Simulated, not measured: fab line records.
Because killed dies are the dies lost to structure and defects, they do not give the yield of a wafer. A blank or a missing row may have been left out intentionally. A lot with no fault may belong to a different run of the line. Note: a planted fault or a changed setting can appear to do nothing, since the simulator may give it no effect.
Chamber matching | flow nand harc | ald metal-02 running NHARC_A_CONTACT_ALD_18: 4 sister chambers
The step deposits TiN, target thk 3 nm, pulse time 1 s, ald cycles 150. 8 wafers are shown with their chamber, then 9 later ones without.

== WAFERS, EACH WITH ITS CHAMBER ==
wafer  | chamber | heater power w (W) | precursor pulse height rel
L294.5 | 1       | 1075               | 0.994
L296.1 | 1       | 1074               | 1.005
L304.5 | 0       | 983                | 1.029
L305.4 | 2       | 1065               | 0.988
L305.5 | 3       | 1084               | 1.015
L307.3 | 0       | 967                | 0.985
L307.5 | 2       | 1077               | 1.007
L307.6 | 3       | 1093               | 1.007

== WAFERS WHOSE CHAMBER IS MISSING ==
wafer  | heater power w (W) | precursor pulse height rel
L311.2 | 1092               | 1.010
L311.4 | 968                | 0.997
L311.5 | 1108               | 1.003
L310.2 | 1091               | 1.015
L310.4 | 983                | 1.011
L310.5 | 1093               | 1.027
L308.1 | 970                | 1.005
L308.2 | 1059               | 1.015
L308.3 | 1078               | 1.009

== WHICH CHAMBER EACH ONE RAN IN ==
wafer  | from the rows above          | in truth
L311.2 | can't be placed: 3 or 1      | 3
L311.4 | 0                            | 0
L311.5 | can't be placed: 3 or 1      | 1
L310.2 | can't be placed: 3 or 1      | 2
L310.4 | 0                            | 0
L310.5 | can't be placed: 3 or 1      | 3
L308.1 | 0                            | 0
L308.2 | can't be placed: 2 or 1 or 3 | 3
L308.3 | can't be placed: 1 or 2 or 3 | 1
Placed correctly: 3 of 9. Cannot be placed on the basis of these rows: 6; the candidates contain the true chamber in 5. 0 placed wrongly.
How it was worked out, from the rows above alone: a wafer's distance from a chamber is the root of the sum, over the readings, of the square of ((its reading less the chamber's mean) divided by the reading's scatter). The wafer belongs to the nearest chamber; if the next one is less than 2 further off, it can't be placed. The mean given for a chamber averages the wafers shown for that chamber. The scatter: take each reading less its chamber's mean, square it, sum over the shown wafers, divide by the number of wafers less the number of chambers, and take the root.
